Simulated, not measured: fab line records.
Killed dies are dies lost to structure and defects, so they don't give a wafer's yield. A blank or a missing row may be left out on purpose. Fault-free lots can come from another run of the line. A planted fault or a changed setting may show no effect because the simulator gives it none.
Which tool did it? | flow n5_finfet | Sampling: 10 lots, 30 wafers, 2 of 1938 route steps

== WHAT EACH GAUGE READ, for each wafer ==
N5_BEOL_M4_RC_MEAS_101.
lot  | measured     | on        | DIBL_N (mV/V)  | DIBL_P (mV/V)  | IOFF_N (nA/um) | IOFF_P (nA/um) | ION_N (uA/um) | ION_P (uA/um) | SS_N (mV/dec)  | SS_P (mV/dec)  | VT_N (mV)   | VT_P (mV)
L546 | day 8 04:59  | prober-02 | 36.6 37.2 34.5 | 37.3 38.7 35.6 | 0.13 0.17 0.12 | 0.17 0.19 0.15 | 652 679 660   | 446 456 444   | 71.1 72.3 70.7 | 72.5 74.0 72.3 | 254 247 255 | -257 -251 -256
L550 | day 9 05:44  | prober-01 | 38.3 35.9 36.2 | 35.2 32.5 33.4 | 0.17 0.13 0.13 | 0.21 0.18 0.19 | 679 662 671   | 465 458 460   | 71.6 71.3 71.5 | 73.2 71.8 72.3 | 248 248 251 | -249 -251 -250
L552 | day 10 01:50 | prober-02 | 36.2 35.3 37.4 | 36.8 34.3 39.0 | 0.15 0.12 0.18 | 0.20 0.17 0.23 | 654 665 671   | 455 461 458   | 72.1 71.8 71.7 | 73.0 72.3 74.2 | 252 255 248 | -251 -253 -250
L554 | day 10 04:14 | prober-01 | 37.7 35.6 35.2 | 38.2 36.0 35.4 | 0.22 0.17 0.16 | 0.30 0.24 0.24 | 675 685 667   | 464 471 466   | 71.6 71.0 70.4 | 74.1 73.0 73.9 | 245 245 250 | -245 -248 -245
L556 | day 10 18:22 | prober-02 | 36.8 36.4 34.8 | 37.0 36.5 35.0 | 0.18 0.18 0.15 | 0.23 0.22 0.21 | 673 676 676   | 461 470 465   | 71.7 71.3 71.6 | 73.3 73.8 73.7 | 248 249 248 | -250 -251 -248
L559 | day 11 13:42 | prober-02 | 37.5 39.5 37.5 | 39.2 41.9 39.3 | 0.22 0.26 0.20 | 0.26 0.31 0.25 | 680 693 690   | 463 475 472   | 71.8 73.1 71.6 | 74.1 74.5 74.0 | 243 243 245 | -250 -246 -250
L563 | day 12 09:08 | prober-02 | 34.6 35.1 36.8 | 34.6 35.6 38.2 | 0.12 0.13 0.15 | 0.18 0.19 0.23 | 661 667 679   | 458 461 470   | 71.6 71.1 72.1 | 72.5 72.6 73.9 | 254 254 251 | -253 -250 -250
L562 | day 12 12:28 | prober-02 | 34.2 33.3 36.3 | 33.8 32.6 36.6 | 0.13 0.13 0.17 | 0.18 0.17 0.23 | 647 657 665   | 455 459 457   | 70.6 70.6 72.2 | 72.7 72.4 73.4 | 253 251 248 | -253 -251 -250
L560 | day 12 14:43 | prober-01 | 34.1 35.1 34.9 | 34.8 36.3 35.6 | 0.13 0.14 0.13 | 0.16 0.18 0.17 | 669 668 656   | 455 459 444   | 71.1 70.8 70.9 | 72.4 72.5 73.1 | 252 252 254 | -256 -256 -255
L569 | day 15 03:51 | prober-02 | 38.7 36.5 34.7 | 39.5 37.2 35.7 | 0.20 0.16 0.13 | 0.25 0.22 0.20 | 694 679 661   | 469 470 465   | 72.4 72.2 71.4 | 73.6 73.4 72.2 | 244 250 252 | -246 -247 -252

N5_BEOL_M9_CD_MEAS_35: target cd 70 nm, target cd y 40 nm.
lot  | measured     | on        | cd_nm (nm)
L546 | day 10 01:09 | cd_sem-01 | 70.3 68.6 69.8
L550 | day 11 02:08 | cd_sem-02 | 70.3 69.1 69.3
L552 | day 12 02:49 | cd_sem-01 | 70.2 68.8 69.9
L554 | day 12 04:31 | cd_sem-01 | 69.7 69.6 70.3
L556 | day 12 22:05 | cd_sem-03 | 69.8 69.6 70.2
L559 | day 13 12:46 | cd_sem-03 | 70.0 68.6 69.4
L563 | day 14 04:46 | cd_sem-03 | 69.0 69.0 70.1
L562 | day 14 05:04 | cd_sem-03 | 68.4 69.9 69.7
L560 | day 14 12:43 | cd_sem-03 | 70.1 69.9 69.5
L569 | day 17 01:35 | cd_sem-02 | 68.5 69.3 69.1

== WHAT TOOL EACH LOT RAN ON (gives the tool, then ch and the chambers of the sampled wafers, and finally the start) ==
The record holds no process step before these readings.

== AS READ BY THE TOOLS THEMSELVES (means over the sampled wafers that have a number; for cases with no such wafer, the mark the record gives instead) ==
The record holds no such reading with a usual standard deviation.

== THE ANSWER, worked out from the rows above alone ==
Rule: usual is defined by the lots themselves. Put in order of their means at a reading, lots are off if they are a third of the lots or fewer, leave a main group of 4 or more, and stand apart from it by a gap of 3 or more times the standard deviation of the main group's means; of several such gaps the widest counts. The tables above print the reading to a certain number of digits; a main group whose means all agree to those digits is not used. A lot without any number at a reading at which 4 lots or more have one is off too. Where the step has rows for the other lots, those lots are counted as sound. Order of review: gauges by route order, followed by the tools' own readings, for which a lot's mean as printed above is used. The first step at which some lot is off is used, and at that step the reading that is off furthest; a lot without a number counts as furthest.
None of the lots is off at any reading shown; this tells nothing.

== WHAT WAS PUT IN BY THE SIMULATOR ==
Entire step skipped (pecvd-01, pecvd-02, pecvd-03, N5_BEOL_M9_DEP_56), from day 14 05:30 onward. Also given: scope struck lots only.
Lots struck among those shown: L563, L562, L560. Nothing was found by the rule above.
